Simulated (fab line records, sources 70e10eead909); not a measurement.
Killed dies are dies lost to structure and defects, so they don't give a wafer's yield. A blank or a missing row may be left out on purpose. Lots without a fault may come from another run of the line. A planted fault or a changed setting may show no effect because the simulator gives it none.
Problem report in the 8D (eight disciplines) form, filled by code | flow nand_harc | the parts of the form that need people (team, actions taken, sign-off) are left out

1. THE PROBLEM
killed_at_other at NHARC_END_SORT_01 reads a mean of 75.2 on 6 wafers of 2 lots; wafers without a fault read 0.8 with a standard deviation of 1.1. That is +68 standard deviations from the usual mean.
First seen on wafer L296.1, day 29 00:13, on prober-02. The record holds 39 wafers of 13 lots with a number at this step. Rule for "out", or "out of limits": more than 4 standard deviations from the usual mean. The other wafers with a number count as sound.

2. WHAT IT IS AND WHAT IT IS NOT
question                    | is                     | is not
which readings at this step | killed_at_other        | killed_at_array, killed_at_periphery, killed_open, killed_short
which lots                  | L296, L297             | L284, L285, L287, L288, L289, L295, L300, L301, L304, L305, L307
which wafers of those lots  | all that have a number | -
read on which gauges        | prober-02              | prober-01
when                        | from day 29 00:13      | up to then (15 sound wafers); but 18 sound wafers of L295, L300, L301, L304, L305, L307 came after

3. SUSPECTS, AND WHAT RULES EACH OUT
Counting: a tool at a process step up to the reading stays a suspect if it ran every lot that is out and no sound lot after the first of them.
- the gauge at NHARC_END_SORT_01: kept. All the wafers that are out were read on prober-02, and no step on other tools shows them out.
- wet_bench-10 at NHARC_HYBRID_BOND_PRECLEAN_01 (cleans in DIW, time 300 s): ruled out as a lasting fault. Sound lots L305, L304, L307 ran on it after its first lot that is out, L296 (day 27 20:32).
Left after counting: prober-02 at NHARC_END_SORT_01.

4. THE CAUSE (what the simulator had put in)
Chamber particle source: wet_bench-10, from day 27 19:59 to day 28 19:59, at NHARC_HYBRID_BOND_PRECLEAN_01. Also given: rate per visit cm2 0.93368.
Counting ruled it out, wrongly: the rule takes a fault to strike every lot that its tool runs from its start on, and this one did not.

5. THE CHAIN OF EFFECTS, in route order
Each row: a reading whose mean over the struck wafers that have a number lies more than 3 standard deviations from the usual. Only readings for which the record gives a usual standard deviation are gone through. hours: the time from each lot's start at the first step in this table that gives one to its start at this step, as a median over the lots. sigmas: the change in usual standard deviations.
hours | step              | reading              | usual  | on struck wafers | change | sigmas
0     | NHARC_END_SORT_01 | defect_limited_yield | 90.1 % | 79.6             | -10.5  | -4.4
0     | NHARC_END_SORT_01 | killed_at_other      | 0.8    | 75.2             | +74.4  | +68
0     | NHARC_END_SORT_01 | killed_dies          | 67     | 138              | +71    | +4.4

6. WHAT WOULD HAVE CAUGHT IT SOONER
In this record the first reading out of limits at a measuring or inspecting step was taken at day 29 00:13, 28 hours after the fault began at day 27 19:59.
